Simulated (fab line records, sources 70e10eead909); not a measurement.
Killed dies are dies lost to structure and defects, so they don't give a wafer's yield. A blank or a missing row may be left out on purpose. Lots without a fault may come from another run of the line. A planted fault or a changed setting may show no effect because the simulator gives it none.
One fault seen from 2 desks | flow nand_harc | each desk has only its own numbers; what lay behind them comes last

THE METROLOGY DESK
What the gauges read, lot by lot, whatever tool the lot ran on: means of the sampled wafers that have a number. A lot is out of limits, marked OUT, if its mean lies more than 4 standard deviations from the usual mean; the brackets give that distance.
Columns: A = cd_nm at NHARC_P_ZERO_WELL_CD_MEAS_11, usual 498.5 nm
lot  | first seen here | A
L798 | day 2 07:16     | 500.1
L799 | day 2 17:14     | 496.8
L800 | day 3 03:14     | 501.3
L802 | day 3 23:14     | 498.9
L804 | day 4 19:14     | 499.5
L807 | day 6 01:15     | 500.4
L809 | day 6 21:07     | 499.0
L814 | day 8 23:23     | 498.2
L815 | day 9 09:15     | 497.1
L816 | day 9 19:08     | 498.2
L818 | day 10 15:11    | 498.9
L820 | day 11 11:16    | 496.9
This desk's finding: nothing out of limits on any of the 12 lots.

THE DEFECT DESK
What the inspections along the route counted, lot by lot: means of the sampled wafers that have a number. A lot is out of limits, marked OUT, if its mean lies more than 4 standard deviations from the usual mean; the brackets give that distance.
Columns: A = raw_defect_count at NHARC_P_ZERO_WELL_INSPECT_43, usual 14; B = raw_defect_count at NHARC_P_STI_INSPECT_25, usual 220; C = raw_defect_count at NHARC_P_GATE_INSPECT_28, usual 6
lot  | first seen here | A  | B              | C
L798 | day 2 13:57     | 15 | 153            | 6
L799 | day 3 00:15     | 11 | 346            | 10
L800 | day 3 09:37     | 14 | 184            | 8
L802 | day 4 05:35     | 21 | 242            | 8
L804 | day 5 01:33     | 14 | 270            | 8
L807 | day 6 07:35     | 14 | 665 (+5.6) OUT | 262 (+83) OUT
L809 | day 7 03:34     | 9  | 242            | 5
L814 | day 9 05:38     | 19 | 175            | 3
L815 | day 9 15:34     | 13 | 335            | 7
L816 | day 10 06:18    | 16 | 244            | 5
L818 | day 10 21:29    | 26 | 169            | 5
L820 | day 11 17:26    | 14 | 331            | 8
This desk's finding: out of limits on L807; first on L807, day 8 02:59 (raw_defect_count at NHARC_P_STI_INSPECT_25). In limits: L798, L799, L800, L802, L804, L809, L814, L815, L816, L818, L820.

PUT TOGETHER
The defect desk could have raised an alarm at day 8 02:59, on L807.
The metrology desk saw nothing out of limits.
The metrology desk has L807 on record, within its limits.
Of the lots named, all ran NHARC_P_STI_STRIP_24 on wet_bench-09.

WHAT THE SIMULATOR HAD PUT IN
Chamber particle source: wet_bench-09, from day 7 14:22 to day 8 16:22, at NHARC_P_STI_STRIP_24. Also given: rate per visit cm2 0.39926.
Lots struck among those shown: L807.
Hours from the fault's start to each desk's first reading out of limits: the defect desk, 13.
